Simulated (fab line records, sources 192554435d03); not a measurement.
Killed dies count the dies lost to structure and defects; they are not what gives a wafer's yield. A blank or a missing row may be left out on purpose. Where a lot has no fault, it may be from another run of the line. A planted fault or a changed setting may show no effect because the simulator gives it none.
fab line records | flow n5Finfet
record: lots: 10 wafers: 28 lastDay: 19
route steps=1938 shown BEOL_M12@1635 BEOL_M13@1659 PASSIVATION@1936
lots with no fault: from the same line, run without faults
startH: start of the lot's first displayed wafer, in hours after the record's first day | waitH: hours elapsed since this lot's preceding step | " unchanged from the row above | L1.1+2: a row that stands for several wafers | - either no value or no given start | * or withheld: withheld | < > ~ a bound
route shown NAME@n: NAME is a module with steps in the file, n the number in the route of the first one | usual: mean/standard deviation of fault-free wafers | same: alike in all rows | chamber/n: place in a boat | sites: the reading at each site | _std_site: their standard deviation | _edge_site: the outer-site mean with the inner-site mean subtracted | radiusMm: how far each site lies from the wafer's centre | mask NAME#n: copy n | behind: the last tool/chamber to shape the wafer | hold: why the lot went on hold/how many hours it stayed there/how the hold came to an end | device: the n, p or np transistor that did not switch | end of line: the same wafers' tests at the end of the route | a step with no rows: only its recipe | killed: dies that structure and defects cost at the first sort, which is not the same as the wafer's yield | map: a wafer's dies, marking killed ones x, the rest . and places with no die _
set.NAME: setting as actually run; set.NAME@STEP: the setting as run at that earlier step | model.NAME: the simulator's own value behind a step, which no gauge read
one table for each step of the route and one row for each wafer, over a sample of lots
services: a tool's chamber out of use, with start hour (startH, from the record's first day; less than 0 if before it), hours out, and reason
== steps ==
step: N5_BEOL_M12_DESCUM_33
recipe: chemistry: O2 timeS: 7.9 sourcePowerW: 50 biasPowerW: 20 pressureMtorr: 20 rfFrequencyHz: 2.712e+07 tempC: 40 o2FlowSccm: 225
usual: drypumpMotorCurrentA: 5.5/0.31 oesProductAu: 0.82/0.088 rfVppV: 243.2/1.6 showerheadPlenumPTorr: 2.10/0.084 throttleValvePct: 20.31/0.26
columns lot.wafer tool chamber startH waitH drypumpMotorCurrentA oesProductAu rfHoursCounterH rfVppV showerheadPlenumPTorr throttleValvePct
L633.1 rieDiel-03 3 234.90 0.2 5.4 0.83 74 242.5 2.14 20.63
L633.2 " 2 " " 4.9 0.88 38 243.6 2.23 20.52
L633.6 " 0 " " 5.8 0.90 - 244.0 2.13 19.87
L636.2 rieDiel-04 2 257.24 0.1 5.4 0.94 25 241.0 2.05 19.94
L636.3 " 3 " " 5.2 0.72 203 243.4 2.07 20.35
L636.5 " 1 " " 5.9 0.70 - 241.3 1.97 20.32
L637.3 rieDiel-04 3 271.70 0.0 5.2 0.70 209 241.6 2.06 20.36
L637.4 " 1 " " 5.9 0.70 - 240.4 1.97 20.33
L637.6 " 3 " " 5.2 0.71 - 242.6 2.06 20.38
L635.3 rieDiel-04 0 272.23 0.3 5.5 0.70 253 242.1 2.06 20.46
L635.4 " 1 " " 5.9 0.69 - 241.0 1.97 20.33
L635.5 " 0 " " 5.5 0.70 - 241.9 2.06 20.44
L645.2 rieDiel-03 2 325.45 0.0 4.9 0.84 67 245.7 2.22 20.58
L645.3 " 3 " " 5.4 0.80 104 241.7 2.13 20.69
L645.4 " 1 " " 5.8 0.90 29 243.6 2.14 20.42
L649.1 rieDiel-01 1 333.01 0.0 5.6 0.92 16 246.2 2.23 20.07
L649.2 " 0 " " 5.3 0.96 9 242.6 2.13 19.98
L649.4 " 2 " " 5.8 0.70 237 241.1 1.97 20.54
L651.1 rieDiel-01 0 382.56 0.0 5.3 0.91 26 242.9 2.13 20.00
L652.1 rieDiel-03 0 400.82 0.2 5.8 0.83 79 243.6 2.11 19.94
L652.2 " 3 " " 5.4 0.77 128 243.8 2.13 20.71
L652.4 " 2 " " 5.0 0.81 89 244.0 2.21 20.59
L656.2 rieDiel-01 1 405.57 0.0 5.7 0.88 45 246.9 2.22 20.08
L656.4 " 3 " " 5.2 0.78 121 242.6 2.00 20.25
L656.6 " 0 " " 5.3 0.89 - 245.5 2.12 20.01
L655.2 rieDiel-03 1 409.21 0.1 5.8 0.84 56 245.2 2.13 20.47
L655.3 " 0 " " 5.8 0.82 81 243.0 2.11 19.94
L655.5 " 1 " " 5.8 0.85 - 242.6 2.13 20.45
step: N5_BEOL_M12_SPUTTER_45
recipe: material: Cu targetThkA: 800 tempC: -20 biasV: 60 powerW: 26000 chamberPressurePa: 0.13 timeS: 13.33
usual: chuckSensorTempC: -16.0/0.31 throttleValvePct: 29.2/1.3
columns lot.wafer tool chamber startH waitH chuckSensorTempC throttleValvePct
L633.1 pvdSputter-03 - 236.66 0.0 -16.1 29.3
L633.2 " - " " -15.8 29.5
L633.6 " - " " -15.9 29.4
L636.2 pvdSputter-02 - 259.06 0.0 -16.1 28.3
L636.3 " - " " -16.0 26.6
L636.5 " - " " -16.4 26.8
L637.3 pvdSputter-02 - 274.90 0.0 -16.0 28.6
L637.4 " - " " -16.4 30.5
L637.6 " - " " -16.5 30.5
L635.3 pvdSputter-02 - 276.33 0.0 -16.0 30.6
L635.4 " - " " -16.1 26.7
L635.5 " - " " -16.4 30.6
L645.2 pvdSputter-01 - 329.46 0.0 -15.4 29.1
L645.3 " - " " -16.2 28.4
L645.4 " - " " -15.9 30.0
L649.1 pvdSputter-02 - 334.23 0.0 -16.1 28.3
L649.2 " - " " -15.8 30.4
L649.4 " - " " -16.4 30.4
L651.1 pvdSputter-03 - 387.46 0.0 -15.9 29.8
L652.1 pvdSputter-02 - 403.73 0.0 -15.9 30.5
L652.2 " - " " -16.3 31.0
L652.4 " - " " -16.2 26.7
L656.2 pvdSputter-02 - 410.67 0.0 -16.0 26.9
L656.4 " - " " -15.9 30.5
L656.6 " - " " -16.0 26.7
L655.2 pvdSputter-03 - 410.84 0.0 -16.2 29.3
L655.3 " - " " -16.0 30.1
L655.5 " - " " -16.1 29.2
step: N5_BEOL_M13_ILD_DEP_00
recipe: material: SiOC targetThkA: 8379.2 tempC: 350 precursor: DEMS/O2 pressureTorr: 5 rfW: 500 timeS: 166.4
usual: heaterPowerW: 506/69 showerheadPlenumPTorr: 5.691/0.015 throttleValvePct: 12.2/0.61
columns lot.wafer tool chamber startH waitH heaterPowerW showerheadPlenumPTorr sinceWetCleanH throttleValvePct
L633.1 pecvd-03 0 237.71 0.0 442 5.685 942 11.8
L633.2 " 1 " " 567 5.702 1667 12.8
L633.6 " 1 " " 598 5.692 - 12.8
L636.2 pecvd-01 0 260.10 0.0 501 5.676 1145 11.7
L636.3 " 1 " " 533 5.703 1870 13.2
L636.5 " 0 " " 523 5.687 - 11.4
L637.3 pecvd-03 1 275.94 0.0 518 5.717 1705 12.7
L637.4 " 2 " " 479 5.712 - 11.5
L637.6 " 1 " " 570 5.703 - 12.8
L635.3 pecvd-04 0 277.53 0.0 511 5.659 1344 12.2
L635.4 " 0 " " 539 5.658 - 12.0
L635.5 " 1 " " 434 5.669 - 12.2
L645.2 pecvd-03 0 330.94 0.0 452 5.692 1035 12.2
L645.3 " 1 " " 572 5.700 1760 12.6
L645.4 " 2 " " 526 5.692 - 11.8
L649.1 pecvd-03 0 335.28 0.0 444 5.693 1039 11.7
L649.2 " 1 " " 532 5.698 1764 12.9
L649.4 " 0 " " 445 5.671 - 12.3
L651.1 pecvd-03 2 388.50 0.0 594 5.702 338 11.7
L652.1 pecvd-01 2 405.15 0.0 639 5.710 536 12.1
L652.2 " 0 " " 523 5.712 1290 11.4
L652.4 " 2 " " 508 5.698 - 12.1
L656.2 pecvd-01 0 411.71 0.0 470 5.701 1297 11.3
L656.4 " 1 " " 467 5.703 - 13.9
L656.6 " 0 " " 520 5.676 - 11.6
L655.2 pecvd-04 2 411.98 0.0 470 5.681 724 12.4
L655.3 " 0 " " 538 5.669 - 12.2
L655.5 " 2 " " 443 5.719 - 12.4
step: N5_BEOL_M13_THK_MEAS_01
recipe: reads: SiOC_of_BEOL_M13_ILD_DEP_00
usual: M13_ILD_THK: 837/9.4
columns lot.wafer tool chamber startH waitH M13_ILD_THK[nm]
L633.1 filmMetro-01 - 237.86 0.1 840
L633.2 " - " " 832
L633.6 " - " " 838
L636.2 filmMetro-01 - 260.26 0.1 818
L636.3 " - " " 825
L636.5 " - " " 831
L637.3 filmMetro-02 - 276.09 0.1 834
L637.4 " - " " 852
L637.6 " - " " 841
L635.3 filmMetro-01 - 277.68 0.1 830
L635.4 " - " " 845
L635.5 " - " " 830
L645.2 filmMetro-02 - 331.09 0.1 826
L645.3 " - " " 829
L645.4 " - " " 846
L649.1 filmMetro-01 - 335.43 0.1 837
L649.2 " - " " 837
L649.4 " - " " 846
L651.1 filmMetro-01 - 388.65 0.1 708
L652.1 filmMetro-02 - 405.30 0.1 834
L652.2 " - " " 828
L652.4 " - " " 850
L656.2 filmMetro-01 - 411.86 0.1 833
L656.4 " - " " 838
L656.6 " - " " 838
L655.2 filmMetro-01 - 412.20 0.2 835
L655.3 " - " " 859
L655.5 " - " " 847
step: N5_BEOL_M13_CD_MEAS_10
recipe: targetCdNm: 190 landingEnergyEv: 500 detector: seInlens polarity: opening
usual: cdNm: 190.4/1
columns lot.wafer tool chamber startH waitH cdNm
L633.1 cdSem-02 0 238.28 - 190.8
L633.2 " 0 " " 191.1
L633.6 " 0 " " 190.1
L636.2 cdSem-02 0 260.68 - 189.8
L636.3 " 0 " " 190.1
L636.5 " 0 " " 190.2
L637.3 cdSem-03 0 276.39 - 192.1
L637.4 " 0 " " 189.5
L637.6 " 0 " " 192.3
L635.3 cdSem-01 0 278.11 - 190.7
L635.4 " 0 " " 189.1
L635.5 " 0 " " 189.2
L645.2 cdSem-02 0 331.52 - 190.5
L645.3 " 0 " " 190.2
L645.4 " 0 " " 189.6
L649.1 cdSem-02 0 335.86 - 190.5
L649.2 " 0 " " 189.8
L649.4 " 0 " " 191.2
L651.1 cdSem-03 0 388.95 - 190.2
L652.1 cdSem-02 0 405.73 - 190.0
L652.2 " 0 " " 189.8
L652.4 " 0 " " 190.0
L656.2 cdSem-03 0 412.29 - 192.6
L656.4 " 0 " " 190.2
L656.6 " 0 " " 191.3
L655.2 cdSem-01 0 412.62 - 188.8
L655.3 " 0 " " 190.0
L655.5 " 0 " " 191.0
step: N5_BEOL_M13_STRIP_63
recipe: chemistry: N2/H2 powerW: 1000 tempC: 250 h2Frac: 0.65 overashFraction: 0.3 pressureMtorr: 1000 n2FlowSccm: 1750 h2FlowSccm: 3250
usual: drypumpMotorCurrentA: 6.1/0.59 heaterPowerW: 340/27 oesProductAu: 0.674/0.0053 stripTimeToEndpointS: 28.0/1.1
columns lot.wafer tool chamber startH waitH drypumpMotorCurrentA heaterPowerW oesProductAu rfHoursCounterH stripTimeToEndpointS
L633.1 plasmaAsher-02 1 238.70 - 6.7 343 0.666 128 28.0
L633.2 " 0 " " 5.7 371 0.678 128 29.7
L633.6 " 1 " " 6.7 348 0.678 - 28.3
L636.2 plasmaAsher-01 1 261.09 - 6.6 332 0.677 64 30.1
L636.3 " 1 " " 6.6 337 0.669 - 28.1
L636.5 " 0 " " 5.3 293 0.668 - 27.6
L637.3 plasmaAsher-01 0 276.82 - 5.3 303 0.663 - 27.6
L637.4 " 1 " " 6.6 335 0.670 - 26.4
L637.6 " 1 " " 6.6 337 0.669 - 28.2
L635.3 plasmaAsher-01 0 278.54 - 5.3 302 0.675 - 29.9
L635.4 " 1 " " 6.6 332 0.677 - 27.5
L635.5 " 1 " " 6.6 338 0.670 - 28.3
L645.2 plasmaAsher-02 1 331.94 - 6.7 353 0.677 145 27.8
L645.3 " 0 " " 5.7 375 0.678 - 29.3
L645.4 " 1 " " 6.7 355 0.679 - 27.0
L649.1 plasmaAsher-01 0 336.28 - 5.3 296 0.664 80 28.3
L649.2 " 1 " " 6.6 336 0.678 80 28.8
L649.4 " 0 " " 5.3 304 0.667 - 26.6
L651.1 plasmaAsher-02 1 389.36 - 6.7 360 0.696 152 39.8
L652.1 plasmaAsher-02 1 406.20 - 6.7 348 0.669 156 29.2
L652.2 " 0 " " 5.7 369 0.680 156 28.5
L652.4 " 0 " " 5.7 371 0.670 - 25.2
L656.2 plasmaAsher-02 1 412.70 - 6.7 360 0.679 159 28.7
L656.4 " 0 " " 5.7 356 0.675 - 28.4
L656.6 " 1 " " 6.7 357 0.661 - 27.5
L655.2 plasmaAsher-02 0 413.04 - 5.6 369 0.667 159 27.7
L655.3 " 0 " " 5.6 366 0.684 - 25.5
L655.5 " 1 " " 6.7 353 0.673 - 26.7
step: N5_PASSIVATION_PROBE_49
usual: defectLimitedYield: 91.3/1.4 killed_at_M0_to_M3: 33/11 killed_at_M4_up: 15/6.2 killedAtContacts: 13/6.5 killedAtFrontEnd: 38/11 killedAtOther: 3.4/2.6 killedDies: 102/17 killedOpen: 67/12 killedShort: 34/7.9 sort_bin_5_function: 5.1/0.88 sort_bin_6_memory: 3.3/0.65 sort_bin_8_speed: 0.00/0.0099 sortNPass: 1078/17 sortYieldPct: 91.3/1.4
same: grossDies: 1180 killedAtBackSide: 0 sort_bin_4_leakage[%]: 0
columns lot.wafer tool chamber startH waitH defectLimitedYield[%] killed_at_M0_to_M3 killed_at_M4_up killedAtContacts killedAtFrontEnd killedAtOther killedDies killedOpen killedShort sort_bin_5_function[%] sort_bin_6_memory[%] sort_bin_8_speed[%] sortNPass sortYieldPct[%]
L652.1 prober-02 - 435.84 0.0 91.5 26 12 16 42 4 100 72 28 4.7 3.6 0 1080 91.5
L652.2 prober-02 - 435.89 0.1 89.2 39 10 19 55 5 128 73 45 5.9 4.2 0 1052 89.2
L652.4 prober-02 - 435.99 0.2 91.5 33 5 17 44 1 100 63 31 4.7 3.2 0 1080 91.5
killed by level:class
L652.1 FIN_SAQP:geometricParticle:open=13 MOL_CONTACT_COAG:geometricParticle:open=11 BEOL_M2:geometricParticle:open=10 BEOL_M4:geometricParticle:open=6 FIN_SAQP:geometricParticle:short=5 GATE_CUT:geometricParticle:short=5 GATE_CUT:geometricParticle:open=5 MOL_CONTACT_COAG:geometricParticle:short=5
L652.2 MOL_CONTACT_COAG:geometricParticle:open=16 FIN_SAQP:geometricParticle:short=13 FIN_SAQP:geometricParticle:open=9 GATE_CUT:geometricParticle:short=9 BEOL_M2:geometricParticle:open=9 BEOL_M3:geometricParticle:open=8 HKMG_FIN:areaEtch=8 BEOL_M1:geometricParticle:open=7
L652.4 MOL_CONTACT_COAG:geometricParticle:open=14 FIN_SAQP:geometricParticle:open=9 BEOL_M2:geometricParticle:open=7 STI_FIN_REVEAL:geometricParticle:open=6 BEOL_M0_SAQP:geometricParticle:short=6 FIN_SAQP:geometricParticle:short=5 BEOL_M0_SAQP:geometricParticle:open=5 BEOL_M0:geometricParticle:open=5
== services ==
columns tool chamber startH hours kind
rieDiel-03 1 218.97 - clean
rieDiel-03 1 218.97 - consumableReplace:focusRing
rieDiel-03 1 218.97 17.2 scheduledDown
rieDiel-03 1 218.97 17.2 ventCycle
rieDiel-04 1 232.60 8.5 repair
rieDiel-01 3 236.72 4.0 repair
rieDiel-04 2 262.52 29.1 repair
pecvd-01 1 276.42 5.0 repair
pecvd-03 2 282.52 4.5 repair
pecvd-03 - 284.37 1.2 repair
rieDiel-03 0 285.15 18.7 repair
plasmaAsher-01 - 300.37 4.0 repair
pecvd-03 0 303.21 2.1 scheduledDown
pecvd-03 2 335.49 5.5 scheduledDown
pecvd-01 - 350.02 2.8 repair
rieDiel-03 2 360.21 3.0 repair
pvdSputter-01 - 370.77 4.7 repair
plasmaAsher-02 - 371.90 14.6 pm
plasmaAsher-02 - 386.50 2.8 pm
rieDiel-04 3 400.12 6.5 repair
plasmaAsher-02 - 403.44 0.7 repair
rieDiel-03 - 404.61 0.9 repair
pecvd-03 2 404.63 2.1 scheduledDown
plasmaAsher-01 - 405.21 15.6 pm
== key ==
firstSign: step: N5_BEOL_M13_THK_MEAS_01 reading: M13_ILD_THK direction: down sigmas: 14 usual: 837 struck: 708
effect: step: N5_BEOL_M13_STRIP_63 reading: stripTimeToEndpointS direction: up sigmas: 11 usual: * struck: *
metAt N5_BEOL_M13_ILD_DEP_00
struckLots L651
struckWafers L651.1
rowsEnd L651.1
notActingAt N5_BEOL_M12_DESCUM_33,N5_BEOL_M12_SPUTTER_45,N5_BEOL_M13_CD_MEAS_10
onsetBetween 330.94 388.50
fault: kind: processParameterDrift tool: pecvd-03 chamber: 2 onsetH: 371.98 steps: N5_BEOL_M13_ILD_DEP_00 channel: targetThkA offset: * shape: step actsIn: * stated: *
rowsEnd: these wafers met a further fault down the route, and their rows from its step on are left out
